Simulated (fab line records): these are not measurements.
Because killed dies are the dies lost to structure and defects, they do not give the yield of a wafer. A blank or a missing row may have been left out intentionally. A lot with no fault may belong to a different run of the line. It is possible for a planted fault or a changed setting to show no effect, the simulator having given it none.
Which of the tools did it?    flow nand harc    Sampling: 24 lots, 72 wafers, 6 of 1302 route steps

== WHAT EACH GAUGE READ, for each wafer ==
NHARC_P_M2_THK_MEAS_24: measures by xrf. Usual: thk nm reads 144.6 nm (standard deviation 1.4).
lot   measured      on             thk nm (nm)        flag
L074  day 6 15:02   film metro-02  145.0 145.5 143.9  
L075  day 6 15:38   film metro-02  144.3 143.7 144.6  
L076  day 7 03:59   film metro-02  145.3 146.7 146.0  
L077  day 7 16:32   film metro-02  144.3 143.8 142.9  
L078  day 8 02:28   film metro-01  146.2 144.7 145.6  
L079  day 8 13:25   film metro-01  144.9 142.4 144.0  
L080  day 9 01:10   film metro-01  142.9 144.6 143.4  
L081  day 9 07:07   film metro-02  143.4 143.3 146.7  
L082  day 9 23:11   film metro-02  143.3 144.4 144.0  
L083  day 10 04:25  film metro-02  143.5 144.2 145.1  
L084  day 10 21:03  film metro-01  146.7 144.8 145.9  
L085  day 10 23:16  film metro-01  145.4 143.5 147.8  
L086  day 11 10:25  film metro-01  144.6 143.3 144.9  
L087  day 11 22:01  film metro-02  143.8 143.1 143.7  
L088  day 12 16:02  film metro-02  146.3 143.2 144.1  
L089  day 12 16:43  film metro-02  144.1 145.0 143.2  
L090  day 13 10:01  film metro-01  145.8 144.7 145.0  
L091  day 13 19:19  film metro-02  144.4 144.1 143.1  
L092  day 13 19:29  film metro-01  145.6 145.0 144.3  
L093  day 14 08:45  film metro-02  147.3 145.8 145.2  
L094  day 14 21:34  film metro-01  142.7 144.4 143.0  
L095  day 15 04:35  film metro-01  144.3 145.5 142.8  
L096  day 16 09:59  film metro-02  143.8 144.1 145.4  
L097  day 16 09:47  film metro-01  143.8 142.4 144.8  

== EACH LOT AND THE TOOL THAT RAN IT (in order: tool; ch and the chambers of the sampled wafers; start) ==
lot   NHARC_P_CONTACT_ALD_22               NHARC_P_M0_CMP_23              NHARC_P_M1_ETCH_28                             NHARC_P_M1_PRE_CLEAN_32          NHARC_P_M2_PVD_21
L074  ald metal-01 ch 1,3, day 6 02:02     cmp-02 ch 0,1,2, day 6 06:26   rie diel-07 ch 0,1,2, day 6 11:05 or earlier   pecvd-03 ch 0,1,2, day 6 11:05   pvd sputter-01, day 6 15:02 or earlier
L075  ald metal-02 ch 0,1, day 6 02:13     cmp-04 ch 2,3, day 6 06:34     rie diel-05 ch 0,2,3, day 6 11:25 or earlier   pecvd-03 ch 0,2, day 6 11:25     pvd sputter-02, day 6 15:38 or earlier
L076  ald metal-02 ch 1,2, day 6 14:25     cmp-01 ch 0,1,2, day 6 19:02   rie diel-05 ch 0,2,3, day 7 00:03 or earlier   pecvd-04 ch 1,2, day 7 00:03     pvd sputter-03, day 7 03:59 or earlier
L077  ald metal-01 ch 2,3, day 7 03:33     cmp-02 ch 1,2, day 7 07:56     rie diel-07 ch 1,3, day 7 12:38 or earlier     pecvd-01 ch 0,1,2, day 7 12:38   pvd sputter-03, day 7 16:32 or earlier
L078  ald metal-02 ch 1,2, day 7 13:20     cmp-01 ch 0,1,3, day 7 17:43   rie diel-05 ch 0,3, day 7 22:29 or earlier     pecvd-01 ch 0,1, day 7 22:29     pvd sputter-02, day 8 02:28 or earlier
L079  ald metal-02 ch 1,2,3, day 7 22:49   cmp-01 ch 0,2,3, day 8 04:38   rie diel-11 ch 0,2,3, day 8 09:31 or earlier   pecvd-03 ch 0,2, day 8 09:31     pvd sputter-02, day 8 13:25 or earlier
L080  ald metal-01 ch 0,1,3, day 8 12:19   cmp-01 ch 0,1,2, day 8 16:52   rie diel-11 ch 0,3, day 8 21:25 or earlier     pecvd-01 ch 1,2, day 8 21:25     pvd sputter-03, day 9 01:10 or earlier
L081  ald metal-01 ch 0,2,3, day 8 17:57   cmp-01 ch 1,2,3, day 8 22:34   rie diel-07 ch 0,1,3, day 9 03:12 or earlier   pecvd-04 ch 0,1,2, day 9 03:12   pvd sputter-01, day 9 07:07 or earlier
L082  ald metal-04 ch 0,1,2, day 9 10:10   cmp-01 ch 1,3, day 9 14:32     rie diel-05 ch 0,2, day 9 19:15 or earlier     pecvd-03 ch 0,2, day 9 19:15     pvd sputter-03, day 9 23:11 or earlier
L083  ald metal-01 ch 1,2,3, day 9 15:32   cmp-02 ch 0,2,3, day 9 19:59   rie diel-07 ch 1,3, day 10 00:37 or earlier    pecvd-04 ch 0,1, day 10 00:37    pvd sputter-01, day 10 04:25 or earlier
L084  ald metal-01 ch 1,2,3, day 10 08:16  cmp-04 ch 0,1,2, day 10 12:32  rie diel-07 ch 0,1, day 10 17:11 or earlier    pecvd-04 ch 1,2, day 10 17:11    pvd sputter-03, day 10 21:03 or earlier
L085  ald metal-01 ch 1,2,3, day 10 10:23  cmp-02 ch 0,1,3, day 10 14:37  rie diel-07 ch 0,1,2, day 10 19:25 or earlier  pecvd-04 ch 0,1,2, day 10 19:25  pvd sputter-02, day 10 23:16 or earlier
L086  ald metal-04 ch 0,1,3, day 10 21:34  cmp-04 ch 1,2, day 11 01:56    rie diel-11 ch 0,1,3, day 11 06:31 or earlier  pecvd-03 ch 0,1,2, day 11 06:31  pvd sputter-01, day 11 10:25 or earlier
L087  ald metal-01 ch 0,1,3, day 11 08:52  cmp-01 ch 0,1, day 11 13:07    rie diel-05 ch 2,3, day 11 18:05 or earlier    pecvd-04 ch 1,2, day 11 18:05    pvd sputter-03, day 11 22:01 or earlier
L088  ald metal-04 ch 1,2,3, day 12 03:03  cmp-01 ch 0,1,3, day 12 07:26  rie diel-11 ch 0,2, day 12 12:08 or earlier    pecvd-03 ch 0,1,2, day 12 12:08  pvd sputter-02, day 12 16:02 or earlier
L089  ald metal-01 ch 1,2,3, day 12 03:31  cmp-01 ch 0,2,3, day 12 08:07  rie diel-11 ch 1,3, day 12 12:46 or earlier    pecvd-03 ch 1,2, day 12 12:46    pvd sputter-03, day 12 16:43 or earlier
L090  ald metal-02 ch 2,3, day 12 20:31    cmp-01 ch 1,2,3, day 13 01:19  rie diel-11 ch 1,3, day 13 05:58 or earlier    pecvd-03 ch 1,2, day 13 05:58    pvd sputter-02, day 13 10:01 or earlier
L091  ald metal-02 ch 0,3, day 13 05:50    cmp-02 ch 2,3, day 13 10:31    rie diel-11 ch 1,3, day 13 15:17 or earlier    pecvd-03 ch 0,1, day 13 15:17    pvd sputter-01, day 13 19:19 or earlier
L092  ald metal-04 ch 0,1, day 13 06:18    cmp-01 ch 0,1,2, day 13 10:38  rie diel-11 ch 1,2, day 13 15:23 or earlier    pecvd-01 ch 0,1, day 13 15:23    pvd sputter-03, day 13 19:29 or earlier
L093  ald metal-04 ch 0,1,3, day 13 19:48  cmp-04 ch 0,1, day 14 00:06    rie diel-11 ch 2,3, day 14 04:54 or earlier    pecvd-04 ch 1,2, day 14 04:54    pvd sputter-01, day 14 08:45 or earlier
L094  ald metal-01 ch 1,2,3, day 14 08:23  cmp-01 ch 1,2,3, day 14 12:48  rie diel-05 ch 0,2,3, day 14 17:37 or earlier  pecvd-01 ch 0,1, day 14 17:37    pvd sputter-01, day 14 21:34 or earlier
L095  ald metal-04 ch 0,1, day 14 15:35    cmp-01 ch 1,3, day 14 20:07    rie diel-05 ch 0,3, day 15 00:49 or earlier    pecvd-01 ch 0,1, day 15 00:49    pvd sputter-02, day 15 04:35 or earlier
L096  ald metal-01 ch 2,3, day 15 06:39    cmp-01 ch 0,2,3, day 16 00:02  rie diel-11 ch 0,1,3, day 16 06:04 or earlier  pecvd-03 ch 0,1,2, day 16 06:04  pvd sputter-03, day 16 09:59 or earlier
L097  ald metal-04 ch 0,1,2, day 15 10:38  cmp-04 ch 0,3, day 16 01:08    rie diel-07 ch 1,2,3, day 16 05:52 or earlier  pecvd-04 ch 0,1,2, day 16 05:52  pvd sputter-01, day 16 09:47 or earlier
- NHARC_P_CONTACT_ALD_22: deposits TiN, target thk 3 nm, pulse time 1 s, ald cycles 150.
- NHARC_P_M0_CMP_23: polishes, t overpolish 20 s, target thk 117.54 nm.
- NHARC_P_M1_ETCH_28: etches the open film in CF4/N2, target depth 30 nm, time 72.99 s.
- NHARC_P_M1_PRE_CLEAN_32: time 12 s.
- NHARC_P_M2_PVD_21: deposits Cu, target thk 30 nm, time 20.49 s.

== AS READ BY THE TOOLS THEMSELVES (means over the sampled wafers that have a number; for cases with no such wafer, the mark the record gives instead) ==
NHARC_P_CONTACT_ALD_22. Usual: heater power outer w 665 W, standard deviation 53; heater power w 1063 W, standard deviation 93; precursor pulse height rel 0.996, standard deviation 0.02.
lot   tool          heater power outer w (W)  heater power w (W)  precursor pulse height rel  flag
L074  ald metal-01  693                       1098                1.020                       
L075  ald metal-02  652                       1029                1.003                       
L076  ald metal-02  718                       1094                0.990                       
L077  ald metal-01  648                       1016                1.000                       
L078  ald metal-02  733                       1126                0.999                       
L079  ald metal-02  696                       1086                0.978                       
L080  ald metal-01  654                       1034                0.993                       
L081  ald metal-01  636                       1012                0.999                       
L082  ald metal-04  711                       1157                1.002                       
L083  ald metal-01  654                       1017                1.021                       
L084  ald metal-01  649                       1010                1.000                       
L085  ald metal-01  645                       1017                0.982                       
L086  ald metal-04  716                       1173                1.011                       
L087  ald metal-01  646                       1039                0.989                       
L088  ald metal-04  694                       1134                1.002                       
L089  ald metal-01  642                       1008                0.987                       
L090  ald metal-02  615                       1020                1.002                       
L091  ald metal-02  588                       1021                0.996                       
L092  ald metal-04  739                       1212                0.983                       
L093  ald metal-04  726                       1184                0.995                       
L094  ald metal-01  654                       1007                1.004                       
L095  ald metal-04  769                       1276                0.992                       
L096  ald metal-01  659                       1013                0.995                       
L097  ald metal-04  720                       1178                1.015                       

NHARC_P_M0_CMP_23. Usual: motor current A 11.7 A, standard deviation 1.2; time to endpoint s 29.6 s, standard deviation 2.7.
lot   tool    motor current A (A)  time to endpoint s (s)  flag
L074  cmp-02  11.6                 31.2                    
L075  cmp-04  11.2                 29.0                    
L076  cmp-01  11.9                 33.0                    
L077  cmp-02  11.3                 28.6                    
L078  cmp-01  11.6                 29.9                    
L079  cmp-01  11.9                 27.8                    
L080  cmp-01  12.0                 33.4                    
L081  cmp-01  12.1                 25.7                    
L082  cmp-01  11.9                 28.0                    
L083  cmp-02  12.7                 27.9                    
L084  cmp-04  10.2                 30.7                    
L085  cmp-02  11.5                 29.9                    
L086  cmp-04  10.1                 34.2                    
L087  cmp-01  11.4                 32.5                    
L088  cmp-01  11.4                 29.8                    
L089  cmp-01  11.7                 29.5                    
L090  cmp-01  12.0                 24.9                    
L091  cmp-02  13.5                 28.1                    
L092  cmp-01  11.7                 29.0                    
L093  cmp-04  10.6                 28.7                    
L094  cmp-01  11.9                 28.1                    
L095  cmp-01  12.3                 29.4                    
L096  cmp-01  11.7                 31.8                    
L097  cmp-04  12.0                 27.7                    

NHARC_P_M1_ETCH_28. Usual: chamber pressure mTorr 30.000 mTorr, standard deviation 0.027; drypump motor current A 5.7 A, standard deviation 0.38; oes product au 1.001 a.u., standard deviation 0.011; rf vpp V 314.7 V, standard deviation 1.8; showerhead plenum p Torr 2.65 Torr, standard deviation 0.097; throttle valve pct 19.795 %, standard deviation 0.0086.
lot   tool         chamber pressure mTorr (mTorr)  drypump motor current A (A)  oes product au (a.u.)  rf vpp V (V)  showerhead plenum p Torr (Torr)  throttle valve pct (%)  flag
L074  rie diel-07  29.998                          6.2                          0.983                  315.1         2.65                             19.798                  
L075  rie diel-05  30.009                          5.6                          1.004                  312.4         2.54                             19.793                  
L076  rie diel-05  30.011                          5.6                          1.008                  312.8         2.54                             19.793                  
L077  rie diel-07  29.958                          5.2                          0.990                  315.6         2.71                             19.793                  
L078  rie diel-05  30.024                          5.4                          1.014                  314.6         2.57                             19.797                  
L079  rie diel-11  30.030                          5.6                          1.002                  316.0         2.72                             19.793                  
L080  rie diel-11  29.982                          5.7                          1.008                  315.5         2.68                             19.797                  
L081  rie diel-07  29.988                          5.7                          0.986                  314.4         2.63                             19.795                  
L082  rie diel-05  29.985                          5.7                          1.010                  312.6         2.52                             19.790                  
L083  rie diel-07  30.000                          5.3                          0.988                  315.5         2.70                             19.794                  
L084  rie diel-07  30.001                          6.0                          1.005                  313.6         2.59                             19.788                  
L085  rie diel-07  30.017                          6.1                          0.994                  314.2         2.64                             19.789                  
L086  rie diel-11  30.033                          5.8                          1.013                  315.4         2.72                             19.791                  
L087  rie diel-05  30.025                          5.7                          1.013                  313.0         2.51                             19.799                  
L088  rie diel-11  29.999                          5.3                          1.011                  315.9         2.71                             19.792                  
L089  rie diel-11  30.000                          6.0                          0.998                  315.9         2.76                             19.795                  
L090  rie diel-11  30.022                          6.0                          1.002                  316.3         2.75                             19.799                  
L091  rie diel-11  29.988                          6.0                          0.994                  316.2         2.76                             19.790                  
L092  rie diel-11  29.989                          5.5                          1.000                  316.4         2.74                             19.792                  
L093  rie diel-11  30.002                          5.5                          1.003                  316.5         2.75                             19.799                  
L094  rie diel-05  30.013                          5.6                          1.008                  312.7         2.54                             19.788                  
L095  rie diel-05  29.997                          5.5                          1.011                  313.5         2.57                             19.793                  
L096  rie diel-11  29.967                          5.8                          0.999                  316.0         2.71                             19.800                  
L097  rie diel-07  30.009                          5.6                          0.991                  314.2         2.68                             19.800                  

NHARC_P_M1_PRE_CLEAN_32. Usual: heater power outer w 360 W, standard deviation 51; heater power w 616 W, standard deviation 83.
lot   tool      heater power outer w (W)  heater power w (W)  flag
L074  pecvd-03  352                       599                 
L075  pecvd-03  360                       610                 
L076  pecvd-04  385                       639                 
L077  pecvd-01  353                       580                 
L078  pecvd-01  337                       581                 
L079  pecvd-03  360                       594                 
L080  pecvd-01  364                       616                 
L081  pecvd-04  358                       619                 
L082  pecvd-03  352                       577                 
L083  pecvd-04  364                       645                 
L084  pecvd-04  388                       642                 
L085  pecvd-04  322                       577                 
L086  pecvd-03  363                       628                 
L087  pecvd-04  401                       663                 
L088  pecvd-03  367                       630                 
L089  pecvd-03  400                       689                 
L090  pecvd-03  368                       613                 
L091  pecvd-03  382                       669                 
L092  pecvd-01  375                       633                 
L093  pecvd-04  361                       630                 
L094  pecvd-01  408                       670                 
L095  pecvd-01  412                       682                 
L096  pecvd-03  367                       636                 
L097  pecvd-04  365                       624                 

NHARC_P_M2_PVD_21. Usual: throttle valve pct reads 30.5 % (standard deviation 0.82).
lot   tool            throttle valve pct (%)  flag
L074  pvd sputter-01  30.6                    
L075  pvd sputter-02  30.0                    
L076  pvd sputter-03  29.6                    
L077  pvd sputter-03  30.5                    
L078  pvd sputter-02  30.2                    
L079  pvd sputter-02  30.5                    
L080  pvd sputter-03  30.4                    
L081  pvd sputter-01  30.4                    
L082  pvd sputter-03  30.2                    
L083  pvd sputter-01  31.0                    
L084  pvd sputter-03  29.9                    
L085  pvd sputter-02  30.9                    
L086  pvd sputter-01  31.2                    
L087  pvd sputter-03  29.9                    
L088  pvd sputter-02  30.8                    
L089  pvd sputter-03  30.3                    
L090  pvd sputter-02  31.2                    
L091  pvd sputter-01  31.2                    
L092  pvd sputter-03  30.4                    
L093  pvd sputter-01  31.8                    
L094  pvd sputter-01  30.3                    
L095  pvd sputter-02  30.6                    
L096  pvd sputter-03  30.0                    
L097  pvd sputter-01  31.1                    

== THE ANSWER, worked out from the rows above alone ==
Rule: a lot counts as off when the mean over its wafers that have a number is more than 3 standard deviations away from the usual mean. A lot without any number at a reading at which 4 lots or more have one is off too. Any other lot the step has rows for is counted as sound. After the gauges, taken in route order, come the tools' own readings; for these a lot's mean is taken, as printed above. The first step at which some lot is off is used, and at that step the reading that is off furthest; a lot without a number counts as furthest.
None of the lots is off at any reading shown; this tells nothing.

== WHAT THE SIMULATOR PUT IN ==
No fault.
